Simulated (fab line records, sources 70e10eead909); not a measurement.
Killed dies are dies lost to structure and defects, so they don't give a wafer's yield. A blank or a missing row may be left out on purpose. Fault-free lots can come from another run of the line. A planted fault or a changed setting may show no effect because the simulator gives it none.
Chamber matching ; flow nand harc ; NHARC_A_BLC_ALD_23 on ald metal-02 has 4 sister chambers
The step deposits TiN, target thk 3 nm, pulse time 1 s, ald cycles 150. 8 wafers are shown with their chamber, then 11 later ones without.

EACH WAFER AND ITS CHAMBER
wafer;chamber;heater power w (W);precursor pulse height rel
L085.6;2;996;0.987
L084.1;0;1024;0.996
L084.3;3;1164;1.005
L084.6;1;1162;1.006
L090.1;3;1187;0.973
L090.4;2;996;1.010
L090.6;1;1158;0.991
L089.2;0;1037;1.003

WAFERS WHOSE CHAMBER IS MISSING
wafer;heater power w (W);precursor pulse height rel
L089.4;1145;0.989
L089.6;1014;0.974
L092.1;1051;1.020
L092.3;1171;0.988
L092.5;1024;1.005
L095.1;1159;1.024
L095.2;1043;1.018
L095.6;1178;1.009
L097.3;1195;1.014
L097.4;984;0.966
L097.6;1048;0.956

WHICH CHAMBER EACH WENT THROUGH
wafer;from the rows above;in truth
L089.4;can't be placed: 1 or 3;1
L089.6;can't be placed: 0 or 2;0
L092.1;0;0
L092.3;can't be placed: 3 or 1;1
L092.5;0;0
L095.1;can't be placed: 1 or 3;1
L095.2;0;0
L095.6;can't be placed: 3 or 1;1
L097.3;can't be placed: 3 or 1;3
L097.4;2;2
L097.6;0;0
Placed correctly: 5 of 11. Cannot be placed on the basis of these rows: 6; the candidates contain the true chamber in 6. Number placed wrongly: 0.
How it was worked out, from the rows above alone: a wafer's distance from a chamber is the root of the sum, over the readings, of the square of ((its reading less the chamber's mean) divided by the reading's scatter). The wafer belongs to the nearest chamber; if the next one is less than 2 further off, it can't be placed. The mean given for a chamber averages the wafers shown for that chamber. The scatter: take each reading less its chamber's mean, square it, sum over the shown wafers, divide by the number of wafers less the number of chambers, and take the root.
